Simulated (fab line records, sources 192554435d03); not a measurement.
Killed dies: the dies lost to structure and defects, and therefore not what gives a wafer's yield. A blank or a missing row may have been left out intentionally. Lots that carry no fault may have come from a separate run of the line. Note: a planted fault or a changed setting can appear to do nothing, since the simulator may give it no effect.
Problem report in the 8D (eight disciplines) form, filled by code ; flow n5Finfet ; the parts of the form that need people (team, actions taken, sign-off) are left out

## 1. WHAT IS WRONG
At N5_BEOL_M3_CO_CAP_55, runLengthS averages 155.1 s over 3 wafers from 3 lots, while fault-free wafers read 125.0 s, standard deviation 0.45. Relative to the usual mean, that is a shift of +67 standard deviations.
The step: material Co, precursor CCTBA/H2, target thk 2 nm, time 102.1 s.
Seen first at day 10 01:14 on cvdCo-01, wafer L224.6. The record has a number at this step for 29 wafers belonging to 10 lots. By rule, "out" or "out of limits" means more than 4 standard deviations away from the usual mean. Any other wafer with a number is counted as sound.

## 2. WHAT IT IS, WHAT IT ISN'T
question;is;is not
which readings at this step;runLengthS;heaterPowerW
which lots;L224, L225, L226;L216, L217, L218, L231, L235, L236, L237
which wafers of those lots;L224.6, L225.2, L226.2;L224.1, L225.3, L225.4, L226.1, L226.3
read on which tools;cvdCo-01;cvdCo-02
when;from day 10 01:14;"up to then (10 sound wafers); but 16 sound wafers of L225, L226, L231, L235, L236, L237 came after"

## 3. THE SUSPECTS, EACH WITH WHAT RULES IT OUT
Counting: a tool at a process step up to the reading stays a suspect if it ran every lot that is out. Sound lots after the first of them don't rule it out here, since some wafers of a struck lot are sound.
- cvdCo-01 at N5_BEOL_M3_CO_CAP_55 (material Co, precursor CCTBA/H2, target thk 2 nm, time 102.1 s): kept. It ran every lot that is out, first L224 (day 10 01:14); its last sound lot up to then is L218 (day 8 18:01). Out on those wafers are its own readings of runLengthS.
After counting, what remains is cvdCo-01 at N5_BEOL_M3_CO_CAP_55.

## 4. THE CAUSE (what the simulator had put in)
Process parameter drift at N5_BEOL_M3_CO_CAP_55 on cvdCo-01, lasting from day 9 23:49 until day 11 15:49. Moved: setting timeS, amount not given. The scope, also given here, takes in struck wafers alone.
Counting left only this tool.

## 5. THE EFFECT CHAIN, in route order
Each row: a reading whose mean over the struck wafers that have a number lies more than 3 standard deviations from the usual. Readings are gone through only where the record gives a usual standard deviation; hours: the median, over the lots, of the time from a lot's start at the first step in this table giving one to that lot's start at this step; sigmas: the change measured in usual standard deviations.
hours;step;reading;usual;on struck wafers;change;sigmas
0;N5_BEOL_M3_CO_CAP_55;runLengthS;125.0 s;155.1;+30.1;+67
Its process steps:
- N5_BEOL_M3_CO_CAP_55: material Co, precursor CCTBA/H2, target thk 2 nm, time 102.1 s.
Later steps that measure or inspect, where all struck wafers having a row at the step show a number for every such reading and not one has moved that far: N5_BEOL_M4_RC_MEAS_101.

## 6. WHAT WOULD HAVE CAUGHT IT SOONER
In this record the first reading out of limits was taken at day 10 01:14, 1 hour after the fault began at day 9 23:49.
